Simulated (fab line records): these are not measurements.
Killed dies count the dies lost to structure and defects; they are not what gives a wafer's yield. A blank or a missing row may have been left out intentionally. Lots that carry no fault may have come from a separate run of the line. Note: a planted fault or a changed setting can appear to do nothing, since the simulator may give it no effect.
Problem report in the 8D (eight disciplines) form, filled by code + flow n5_finfet + the parts of the form that need people (team, actions taken, sign-off) are left out

== 1. WHAT IS WRONG ==
Wafers with no fault read 55.4 nm with a standard deviation of 1.2, whereas trench_depth_nm at N5_BEOL_M1_OCD_MEAS_38 reads a mean of 38.6 nm on 1 wafer of 1 lot. Measured from the usual mean, that is -14 standard deviations.
Seen first at day 10 08:17 on ocd-02, wafer L456.2. At this step, 23 wafers from 8 lots have a number in the record. By rule, "out" or "out of limits" means more than 4 standard deviations away from the usual mean. The rest of the wafers with a number are treated as sound.

== 2. WHAT IT IS AND WHAT IT IS NOT ==
| question                    | is                | is not                                   |
|-----------------------------|-------------------|------------------------------------------|
| which readings at this step | trench_depth_nm   | -                                        |
| which lots                  | L456              | L440, L441, L445, L447, L450, L451, L452 |
| which wafers of those lots  | L456.2            | L456.3, L456.5                           |
| read on which gauges        | ocd-02            | ocd-01                                   |
| when                        | from day 10 08:17 | up to then (22 sound wafers)             |

== 3. SUSPECTS, AND WHAT RULES EACH OUT ==
Counting: a tool at a process step up to the reading stays a suspect if it ran every lot that is out. Sound lots after the first of them don't rule it out here, since some wafers of a struck lot are sound.
- ruled out: the gauge at N5_BEOL_M1_OCD_MEAS_38. All the wafers that are out were read on ocd-02, but those of them that N5_BEOL_M1_TRENCH_ETCH_37 has rows for are out there too, on other tools.
- rie_diel-01 at N5_BEOL_M1_ETCH_77 (etches underlayer in N2/H2, target depth 6.5 nm, time 5.2 s): kept. L456, the lot that is out, went through it at day 10 06:59; up to then, the latest sound lot through it was L450 at day 8 14:49.
- rie_diel-01 at N5_BEOL_M1_ETCHBACK_99 (etches SiO2 in CHF3, target depth 5 nm, time 10.4 s): kept. L456, the lot that is out, went through it at day 10 07:54; up to then, the latest sound lot through it was L452 at day 9 10:49.
- rie_diel-01 at N5_BEOL_M1_STRIP_36 (strips in N2/H2): kept. L456, the lot that is out, went through it at day 10 08:06; up to then, the latest sound lot through it was L452 at day 9 11:01.
- rie_diel-01 at N5_BEOL_M1_TRENCH_ETCH_37 (etches SiOC in C4F6/O2, target depth 55.207 nm, time 29 s): kept. L456, the lot that is out, went through it at day 10 08:08; up to then, the latest sound lot through it was L452 at day 9 11:03. Its own run_length_s readings are out on those wafers.
- rie_diel-01, N5_BEOL_M1_ETCH_77: wafers that are out in chamber 3, sound lot-mates in chambers 1, 2.
- rie_diel-01, N5_BEOL_M1_ETCHBACK_99: wafers that are out in chamber 2, sound lot-mates in chambers 0, 3.
- rie_diel-01, N5_BEOL_M1_STRIP_36: wafers that are out in chamber 2, sound lot-mates in chambers 0, 3.
- rie_diel-01, N5_BEOL_M1_TRENCH_ETCH_37: wafers that are out in chamber 2, sound lot-mates in chambers 0, 3.
Left after counting: rie_diel-01 at N5_BEOL_M1_ETCH_77, rie_diel-01 at N5_BEOL_M1_ETCHBACK_99, rie_diel-01 at N5_BEOL_M1_STRIP_36, rie_diel-01 at N5_BEOL_M1_TRENCH_ETCH_37.

== 4. THE CAUSE (what the simulator had put in) ==
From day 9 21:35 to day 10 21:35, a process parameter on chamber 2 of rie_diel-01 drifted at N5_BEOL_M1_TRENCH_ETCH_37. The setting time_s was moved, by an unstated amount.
After counting, 4 suspects remain, this tool included.

== 5. THE EFFECT CHAIN, in route order ==
Rows list readings where the struck wafers' mean (over those with a number) sits beyond 3 standard deviations from the usual. Only readings whose record carries a usual standard deviation are examined. hours: median over the lots of the time between each lot's start at the first step of this table that gives one and its start at this step. sigmas: the change, counted in usual standard deviations.
| hours | step                      | reading         | usual      | on struck wafers | change | sigmas |
|-------|---------------------------|-----------------|------------|------------------|--------|--------|
| 0     | N5_BEOL_M1_TRENCH_ETCH_37 | run_length_s    | 52.3 s     | 43.2             | -9.1   | -21    |
| 0     | N5_BEOL_M1_OCD_MEAS_38    | trench_depth_nm | 55.4 nm    | 38.6             | -16.8  | -14    |
| 43    | N5_BEOL_M4_RC_MEAS_101    | IOFF_N          | 0.16 nA/um | 0.31             | +0.15  | +3.2   |
Process steps it contains:
- N5_BEOL_M1_TRENCH_ETCH_37: etches SiOC in C4F6/O2, target depth 55.207 nm, time 29 s.

== 6. WHAT WOULD HAVE CAUGHT IT SOONER ==
Counted from the fault's start at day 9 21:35, it took 11 hours until the first out-of-limits reading at a measuring or inspecting step in this record, taken at day 10 08:17.
At N5_BEOL_M1_TRENCH_ETCH_37, the tool's own readings (run_length_s) were out on each struck wafer the step has a row for, so an alarm limit on them would have fired on the first such wafer.
By day 10 08:17, every lot that is out (1) had started N5_BEOL_M1_TRENCH_ETCH_37 on rie_diel-01. Tool hold at that time: it would have spared none of them.
